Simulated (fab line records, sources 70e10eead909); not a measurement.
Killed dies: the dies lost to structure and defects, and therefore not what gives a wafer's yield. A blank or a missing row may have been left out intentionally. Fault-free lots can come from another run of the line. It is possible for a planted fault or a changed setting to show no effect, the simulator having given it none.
Chamber matching    flow nandHarc    NHARC_A_CHANNEL_FILL_D1_ALD_16 on aldHk-02: 4 sister chambers
The step deposits SiO2, target thk 1.5 nm, pulse time 10 s, ald cycles 15. 4 wafers are shown with their chamber, then 7 later ones without.

EACH WAFER AND ITS CHAMBER
wafer   chamber  heaterPowerW (W)
L087.1  3        454
L087.3  1        512
L086.2  2        577
L086.4  0        454

WAFERS WITHOUT THEIR CHAMBER
wafer   heaterPowerW (W)
L086.5  518
L090.2  437
L090.4  476
L090.6  463
L093.2  470
L093.4  479
L093.5  485

WHICH CHAMBER EACH WENT THROUGH
wafer   from the rows above           in truth
L086.5  1                             1
L090.2  can't be placed: 0 or 3       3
L090.4  can't be placed: 0 or 3 or 1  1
L090.6  can't be placed: 0 or 3       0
L093.2  can't be placed: 0 or 3 or 1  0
L093.4  can't be placed: 0 or 3 or 1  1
L093.5  can't be placed: 1 or 0 or 3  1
Placed correctly: 1 of 7. These rows do not allow placing 6 (true chamber among the candidates in 6). Wrongly placed: 0.
How it was worked out, from the rows above alone: a wafer's distance from a chamber is the root of the sum, over the readings, of the square of ((its reading less the chamber's mean) divided by the reading's scatter). The wafer belongs to the nearest chamber; if the next one is less than 2 further off, it can't be placed. The mean given for a chamber averages the wafers shown for that chamber. The scatter (one wafer shown for each chamber): square how far every hidden wafer sits from the nearest shown wafer, average those squares and take the square root.
